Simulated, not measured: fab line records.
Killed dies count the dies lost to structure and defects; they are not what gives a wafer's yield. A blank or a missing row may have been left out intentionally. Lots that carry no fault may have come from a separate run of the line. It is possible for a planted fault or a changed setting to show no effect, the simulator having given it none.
Which tool was responsible? | flow n5 finfet | 8 lots, 24 wafers sampled, at 4 steps of a route of 1938

WHAT THE GAUGES READ, wafer by wafer
N5_FIN_SAQP_INSPECT_40: inspects for defects (brightfield).
lot  | measured    | on                | raw defect count
L608 | day 3 01:48 | defect inspect-02 | 158 275 170
L612 | day 4 03:07 | defect inspect-02 | 228 244 249
L613 | day 4 09:55 | defect inspect-02 | 169 161 265
L614 | day 4 17:47 | defect inspect-02 | 104 238 250
L616 | day 5 05:37 | defect inspect-01 | 201 1193 317
L622 | day 6 14:11 | defect inspect-02 | 256 141 201
L626 | day 7 15:11 | defect inspect-02 | 288 243 363
L627 | day 7 20:13 | defect inspect-02 | 120 148 198

TOOL THAT RAN EACH LOT (tool first, then ch and the chambers of the sampled wafers, then the start)
lot  | N5_FIN_SAQP_PECVD_48           | N5_FIN_SAQP_ETCH_52               | N5_FIN_SAQP_MANDREL_ETCH_22
L608 | pecvd-01 ch 0,1, day 2 20:43   | rie diel-04 ch 1,2,3, day 2 21:26 | rie si-04 ch 1,2, day 2 21:38
L612 | pecvd-01 ch 0,1,2, day 3 21:46 | rie diel-04 ch 0,1,2, day 3 22:37 | rie si-06 ch 0,1,3, day 3 22:46
L613 | pecvd-04 ch 1,2, day 4 04:11   | rie diel-02 ch 1,3, day 4 05:09   | rie si-03 ch 0,3, day 4 05:20
L614 | pecvd-02 ch 1,2, day 4 10:23   | rie diel-02 ch 0,2,3, day 4 11:44 | rie si-06 ch 0,3, day 4 11:56
L616 | pecvd-01 ch 0,1,2, day 4 22:50 | rie diel-02 ch 1,2,3, day 4 23:53 | rie si-03 ch 0,2,3, day 5 00:05
L622 | pecvd-02 ch 1,2, day 6 08:44   | rie diel-04 ch 0,1,3, day 6 09:44 | rie si-04 ch 1,2,3, day 6 09:55
L626 | pecvd-02 ch 0,1, day 7 09:44   | rie diel-05 ch 0,2,3, day 7 10:56 | rie si-06 ch 0,1,3, day 7 11:08
L627 | pecvd-02 ch 1,2, day 7 15:25   | rie diel-05 ch 2,3, day 7 16:06   | rie si-06 ch 1,3, day 7 16:17
- N5_FIN_SAQP_PECVD_48: deposits SiNx from SiH4/NH3/N2, target thk 25 nm, time 22.1 s.
- N5_FIN_SAQP_ETCH_52: etches SOC in N2/H2, target depth 100 nm, overetch 20 nm, time 150 s.
- N5_FIN_SAQP_MANDREL_ETCH_22: etches a-Si in HBr/Cl2, stops on SiNx, target depth 60 nm, bt time 10 s, time 30 s.

THE ANSWER, worked out from the rows above alone
Rule: usual is defined by the lots themselves. The widest of any qualifying gaps counts: lots, ordered by their means at a reading, are off when they make up no more than a third of the lots, leave a main group of 4 or more, and stand apart from it by 3 or more times the standard deviation of that group's means. A main group is skipped when, at the precision printed for the reading in the tables above, its means are all equal. A lot without any number at a reading at which 4 lots or more have one is off too. The other lots that the step has rows for count as sound.
Off, at N5_FIN_SAQP_INSPECT_40 on raw defect count: L616. For the main group the mean is 213 and the standard deviation 42.
If a tool, at a process step before that reading, ran all the lots that are off and no sound lot after the first of them, it fits. Those tools and the gauges at N5_FIN_SAQP_INSPECT_40 are tried in the same way. Can't be told from this: 4 tools fit, pecvd-01 at N5_FIN_SAQP_PECVD_48, rie diel-02 at N5_FIN_SAQP_ETCH_52, rie si-03 at N5_FIN_SAQP_MANDREL_ETCH_22, defect inspect-01 at N5_FIN_SAQP_INSPECT_40.

WHAT THE SIMULATOR HAD PUT IN
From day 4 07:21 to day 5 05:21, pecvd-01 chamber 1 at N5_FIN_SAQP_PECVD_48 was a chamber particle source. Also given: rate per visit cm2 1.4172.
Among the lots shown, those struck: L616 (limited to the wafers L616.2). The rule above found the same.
